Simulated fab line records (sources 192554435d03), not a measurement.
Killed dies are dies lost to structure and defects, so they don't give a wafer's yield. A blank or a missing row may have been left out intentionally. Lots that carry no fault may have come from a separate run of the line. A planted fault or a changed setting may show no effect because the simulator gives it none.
Which tool was responsible? | flow n5Finfet | 72 wafers from 24 lots sampled at 4 of the route's 1938 steps

== WHAT EACH GAUGE READ, for each wafer ==
N5_SD_EPI_N_EPI_MEAS_23.
lot  | measured    | on           | thkNm (nm)
L074 | day 3 05:41 | filmMetro-02 | 59.1 56.6 57.9
L075 | day 3 13:55 | filmMetro-02 | 59.7 59.2 62.3
L076 | day 3 16:13 | filmMetro-02 | 60.0 59.3 59.6
L077 | day 4 01:53 | filmMetro-02 | 59.6 59.6 58.9
L078 | day 4 05:55 | filmMetro-02 | 58.9 59.0 59.9
L079 | day 4 10:00 | filmMetro-01 | 59.3 57.1 58.5
L080 | day 4 14:53 | filmMetro-02 | 59.7 59.5 58.0
L081 | day 4 22:26 | filmMetro-02 | 58.1 60.3 58.3
L082 | day 5 05:07 | filmMetro-02 | 61.1 59.8 57.2
L083 | day 5 10:37 | filmMetro-01 | 60.4 61.5 59.1
L084 | day 5 16:31 | filmMetro-02 | 60.2 56.7 58.0
L085 | day 6 03:51 | filmMetro-02 | 58.9 57.0 60.3
L086 | day 6 10:12 | filmMetro-02 | 58.5 60.6 58.0
L087 | day 6 13:22 | filmMetro-01 | 58.5 59.5 58.3
L088 | day 7 04:23 | filmMetro-01 | 57.7 59.9 58.7
L089 | day 7 09:13 | filmMetro-02 | 57.3 58.4 59.0
L090 | day 7 11:06 | filmMetro-02 | 58.3 59.2 59.2
L091 | day 8 00:02 | filmMetro-02 | 59.2 58.7 59.3
L092 | day 8 00:57 | filmMetro-02 | 59.9 57.0 61.6
L093 | day 8 13:40 | filmMetro-02 | 59.3 58.5 59.9
L095 | day 8 21:47 | filmMetro-01 | 58.3 57.7 58.6
L094 | day 9 01:35 | filmMetro-02 | 57.1 58.4 60.0
L097 | day 9 01:32 | filmMetro-01 | 57.3 55.8 60.0
L096 | day 9 03:46 | filmMetro-02 | 59.7 58.5 59.2

== TOOL THAT RAN EACH LOT (tool first, then ch and the chambers of the sampled wafers, then the start) ==
lot  | N5_DUMMY_GATE_STRIP_40           | N5_DUMMY_GATE_ETCH_44          | N5_SD_EPI_N_ETCH_35
L074 | rieDiel-01 ch 0,1,3, day 2 23:30 | rieSi-05 ch 1,3, day 2 23:59   | rieDiel-05 ch 2,3, day 3 01:39
L075 | rieDiel-03 ch 0,2, day 3 08:15   | rieSi-04 ch 1,2,3, day 3 08:41 | rieDiel-05 ch 2,3, day 3 10:37
L076 | rieDiel-06 ch 1,2,3, day 3 11:00 | rieSi-05 ch 0,2,3, day 3 11:26 | rieDiel-04 ch 0,2, day 3 12:55
L077 | rieDiel-01 ch 1,2, day 3 19:21   | rieSi-04 ch 0,1,3, day 3 19:56 | rieDiel-02 ch 1,3, day 3 22:34
L078 | rieDiel-03 ch 2,3, day 4 00:16   | rieSi-05 ch 0,1,2, day 4 00:42 | rieDiel-05 ch 0,1,3, day 4 02:22
L079 | rieDiel-01 ch 1,3, day 4 03:49   | rieSi-04 ch 1,2,3, day 4 04:14 | rieDiel-04 ch 1,2,3, day 4 05:58
L080 | rieDiel-06 ch 1,3, day 4 09:38   | rieSi-05 ch 0,2,3, day 4 10:04 | rieDiel-02 ch 0,1,2, day 4 11:35
L081 | rieDiel-01 ch 0,2,3, day 4 17:03 | rieSi-06 ch 1,2,3, day 4 17:29 | rieDiel-04 ch 1,2,3, day 4 19:07
L082 | rieDiel-01 ch 0,1,2, day 4 21:44 | rieSi-05 ch 2,3, day 4 22:10   | rieDiel-02 ch 0,3, day 5 01:04
L083 | rieDiel-06 ch 2,3, day 5 04:04   | rieSi-06 ch 0,1,3, day 5 04:29 | rieDiel-05 ch 0,1, day 5 06:34
L084 | rieDiel-01 ch 0,1,3, day 5 09:53 | rieSi-06 ch 1,2,3, day 5 10:19 | rieDiel-02 ch 1,2, day 5 12:29
L085 | rieDiel-01 ch 0,3, day 5 21:26   | rieSi-04 ch 2,3, day 5 21:53   | rieDiel-02 ch 1,2, day 5 23:48
L086 | rieDiel-01 ch 1,3, day 6 01:37   | rieSi-04 ch 1,3, day 6 02:08   | rieDiel-02 ch 0,3, day 6 06:08
L087 | rieDiel-01 ch 0,1,3, day 6 07:03 | rieSi-06 ch 2,3, day 6 07:29   | rieDiel-02 ch 0,1,3, day 6 09:19
L088 | rieDiel-06 ch 1,2, day 6 10:08   | rieSi-06 ch 0,1, day 6 10:34   | rieDiel-05 ch 2,3, day 6 23:31
L089 | rieDiel-06 ch 1,2,3, day 7 00:33 | rieSi-05 ch 0,3, day 7 01:03   | rieDiel-02 ch 1,2,3, day 7 04:11
L090 | rieDiel-03 ch 0,1,3, day 7 03:44 | rieSi-04 ch 0,1,3, day 7 04:10 | rieDiel-05 ch 2,3, day 7 06:17
L091 | rieDiel-06 ch 0,1,2, day 7 17:26 | rieSi-06 ch 0,1,3, day 7 17:52 | rieDiel-02 ch 0,2,3, day 7 20:00
L092 | rieDiel-06 ch 0,1,2, day 7 18:35 | rieSi-06 ch 1,2,3, day 7 19:01 | rieDiel-05 ch 0,1,2, day 7 20:55
L093 | rieDiel-06 ch 1,2, day 8 07:33   | rieSi-04 ch 0,1,2, day 8 07:59 | rieDiel-05 ch 1,2, day 8 09:38
L095 | rieDiel-06 ch 1,2,3, day 8 15:47 | rieSi-04 ch 1,2,3, day 8 16:14 | rieDiel-04 ch 0,2, day 8 18:29
L094 | rieDiel-03 ch 0,2,3, day 8 18:56 | rieSi-06 ch 1,2,3, day 8 19:22 | rieDiel-02 ch 0,3, day 8 21:32
L097 | rieDiel-01 ch 0,2,3, day 8 19:25 | rieSi-06 ch 2,3, day 8 19:52   | rieDiel-04 ch 0,3, day 8 22:14
L096 | rieDiel-01 ch 1,2,3, day 8 19:46 | rieSi-04 ch 0,2,3, day 8 20:26 | rieDiel-04 ch 0,2,3, day 8 23:47
- N5_DUMMY_GATE_STRIP_40: strips in CF4.
- N5_DUMMY_GATE_ETCH_44: etches poly-Si in HBr/O2, stops on SiO2, target depth 127.5 nm.
- N5_SD_EPI_N_ETCH_35: etches SOC in N2/H2, overetch 108 nm, time 486 s.

== AS READ BY THE TOOLS THEMSELVES (means over the sampled wafers that have a number; for cases with no such wafer, the mark the record gives instead) ==
N5_DUMMY_GATE_STRIP_40.
lot  | tool       | drypumpMotorCurrentA (A) | oesProductAu (a.u.) | powerW (W) | rfVppV (V) | showerheadPlenumPTorr (Torr) | throttleValvePct (%)
L074 | rieDiel-01 | 6.3                      | 0.77                | 298.8      | 271.4      | 1.78                         | 13.76
L075 | rieDiel-03 | 5.2                      | 0.78                | 300.0      | 271.7      | 1.84                         | 13.64
L076 | rieDiel-06 | 5.6                      | 0.79                | 299.1      | 271.5      | 1.80                         | 13.64
L077 | rieDiel-01 | 6.4                      | 0.73                | 299.3      | 269.5      | 1.74                         | 13.97
L078 | rieDiel-03 | 5.2                      | 0.89                | 299.1      | 272.2      | 1.84                         | 13.48
L079 | rieDiel-01 | 6.2                      | 0.75                | 300.7      | 271.5      | 1.80                         | 13.70
L080 | rieDiel-06 | 5.2                      | 0.81                | 300.2      | 271.2      | 1.83                         | 13.68
L081 | rieDiel-01 | 6.4                      | 0.73                | 299.9      | 269.5      | 1.74                         | 14.00
L082 | rieDiel-01 | 6.4                      | 0.77                | 300.5      | 269.7      | 1.76                         | 13.84
L083 | rieDiel-06 | 6.0                      | 0.81                | 300.1      | 270.0      | 1.76                         | 13.59
L084 | rieDiel-01 | 6.3                      | 0.75                | 299.9      | 271.2      | 1.78                         | 13.78
L085 | rieDiel-01 | 6.2                      | 0.71                | 300.5      | 270.9      | 1.76                         | 13.97
L086 | rieDiel-01 | 6.1                      | 0.70                | 299.8      | 270.5      | 1.78                         | 13.88
L087 | rieDiel-01 | 6.3                      | 0.75                | 299.9      | 271.5      | 1.78                         | 13.80
L088 | rieDiel-06 | 5.6                      | 0.72                | 301.2      | 272.0      | 1.80                         | 13.73
L089 | rieDiel-06 | 5.6                      | 0.77                | 300.7      | 270.8      | 1.80                         | 13.69
L090 | rieDiel-03 | 5.7                      | 0.79                | 299.3      | 270.7      | 1.78                         | 13.53
L091 | rieDiel-06 | 6.0                      | 0.72                | 300.2      | 272.3      | 1.81                         | 13.79
L092 | rieDiel-06 | 6.0                      | 0.72                | 300.0      | 271.5      | 1.81                         | 13.79
L093 | rieDiel-06 | 5.6                      | 0.71                | 300.1      | 271.2      | 1.80                         | 13.75
L095 | rieDiel-06 | 5.6                      | 0.76                | 299.6      | 270.8      | 1.79                         | 13.72
L094 | rieDiel-03 | 5.3                      | 0.79                | 300.4      | 271.9      | 1.82                         | 13.68
L097 | rieDiel-01 | 6.3                      | 0.88                | 300.0      | 271.2      | 1.80                         | 13.67
L096 | rieDiel-01 | 6.2                      | 0.87                | 300.0      | 271.5      | 1.82                         | 13.59

N5_DUMMY_GATE_ETCH_44.
lot  | tool     | drypumpMotorCurrentA (A) | oesProductAu (a.u.) | throttleValvePct (%)
L074 | rieSi-05 | 5.2                      | 0.708               | 18.60
L075 | rieSi-04 | 6.1                      | 0.728               | 18.58
L076 | rieSi-05 | 5.7                      | 0.730               | 18.47
L077 | rieSi-04 | 6.2                      | 0.736               | 18.58
L078 | rieSi-05 | 5.6                      | 0.732               | 18.69
L079 | rieSi-04 | 6.1                      | 0.717               | 18.59
L080 | rieSi-05 | 5.7                      | 0.733               | 18.48
L081 | rieSi-06 | 5.5                      | 0.727               | 18.44
L082 | rieSi-05 | 5.5                      | 0.719               | 18.35
L083 | rieSi-06 | 5.7                      | 0.741               | 18.37
L084 | rieSi-06 | 5.5                      | 0.722               | 18.42
L085 | rieSi-04 | 6.0                      | 0.725               | 18.66
L086 | rieSi-04 | 6.2                      | 0.717               | 18.52
L087 | rieSi-06 | 5.6                      | 0.730               | 18.49
L088 | rieSi-06 | 5.7                      | 0.738               | 18.31
L089 | rieSi-05 | 5.9                      | 0.735               | 18.42
L090 | rieSi-04 | 6.2                      | 0.735               | 18.59
L091 | rieSi-06 | 5.7                      | 0.733               | 18.38
L092 | rieSi-06 | 5.5                      | 0.729               | 18.42
L093 | rieSi-04 | 6.0                      | 0.722               | 18.66
L095 | rieSi-04 | 6.1                      | 0.725               | 18.58
L094 | rieSi-06 | 5.5                      | 0.729               | 18.43
L097 | rieSi-06 | 5.4                      | 0.726               | 18.48
L096 | rieSi-04 | 6.1                      | 0.722               | 18.65

N5_SD_EPI_N_ETCH_35.
lot  | tool       | drypumpMotorCurrentA (A) | oesProductAu (a.u.) | rfVppV (V) | showerheadPlenumPTorr (Torr) | throttleValvePct (%)
L074 | rieDiel-05 | 5.6                      | 0.69                | 240.9      | 2.57                         | 23.55
L075 | rieDiel-05 | 5.6                      | 0.68                | 241.3      | 2.57                         | 23.55
L076 | rieDiel-04 | 6.1                      | 0.65                | 240.8      | 2.53                         | 23.64
L077 | rieDiel-02 | 5.7                      | 0.67                | 241.6      | 2.58                         | 23.91
L078 | rieDiel-05 | 6.0                      | 0.74                | 241.1      | 2.57                         | 23.53
L079 | rieDiel-04 | 5.6                      | 0.65                | 241.4      | 2.60                         | 23.78
L080 | rieDiel-02 | 5.6                      | 0.72                | 240.6      | 2.56                         | 23.88
L081 | rieDiel-04 | 5.7                      | 0.65                | 241.2      | 2.60                         | 23.79
L082 | rieDiel-02 | 6.1                      | 0.75                | 240.8      | 2.60                         | 23.77
L083 | rieDiel-05 | 6.2                      | 0.77                | 240.5      | 2.51                         | 23.40
L084 | rieDiel-02 | 5.4                      | 0.68                | 241.4      | 2.55                         | 23.97
L085 | rieDiel-02 | 5.4                      | 0.67                | 239.9      | 2.54                         | 23.97
L086 | rieDiel-02 | 5.9                      | 0.69                | 241.1      | 2.61                         | 23.90
L087 | rieDiel-02 | 5.9                      | 0.69                | 241.7      | 2.58                         | 23.85
L088 | rieDiel-05 | 5.6                      | 0.66                | 242.5      | 2.56                         | 23.58
L089 | rieDiel-02 | 5.5                      | 0.66                | 242.4      | 2.57                         | 24.01
L090 | rieDiel-05 | 5.6                      | 0.66                | 241.0      | 2.56                         | 23.58
L091 | rieDiel-02 | 5.6                      | 0.69                | 241.7      | 2.58                         | 23.94
L092 | rieDiel-05 | 6.0                      | 0.70                | 240.1      | 2.52                         | 23.53
L093 | rieDiel-05 | 6.1                      | 0.73                | 240.3      | 2.49                         | 23.37
L095 | rieDiel-04 | 6.1                      | 0.63                | 240.8      | 2.51                         | 23.69
L094 | rieDiel-02 | 5.9                      | 0.67                | 242.6      | 2.60                         | 23.92
L097 | rieDiel-04 | 5.8                      | 0.61                | 240.9      | 2.54                         | 23.82
L096 | rieDiel-04 | 5.8                      | 0.63                | 241.2      | 2.55                         | 23.80

== THE ANSWER, worked out from the rows above alone ==
Rule: usual is defined by the lots themselves. Put in order of their means at a reading, lots are off if they are a third of the lots or fewer, leave a main group of 4 or more, and stand apart from it by a gap of 3 or more times the standard deviation of the main group's means; of several such gaps the widest counts. Not used: any main group whose means are identical at the precision the tables above print for the reading. Also off: a lot with no number at a reading for which 4 or more lots have one. All remaining lots with rows at the step are treated as sound. First the gauges in route order, then the tools' own readings, where a lot's mean is used as printed above. At the first step where some lot is off, the reading lying furthest off is the one used; lots without a number count as furthest.
Across all readings shown, no lot is off: no conclusion can be drawn from this.

== WHAT WAS PUT IN BY THE SIMULATOR ==
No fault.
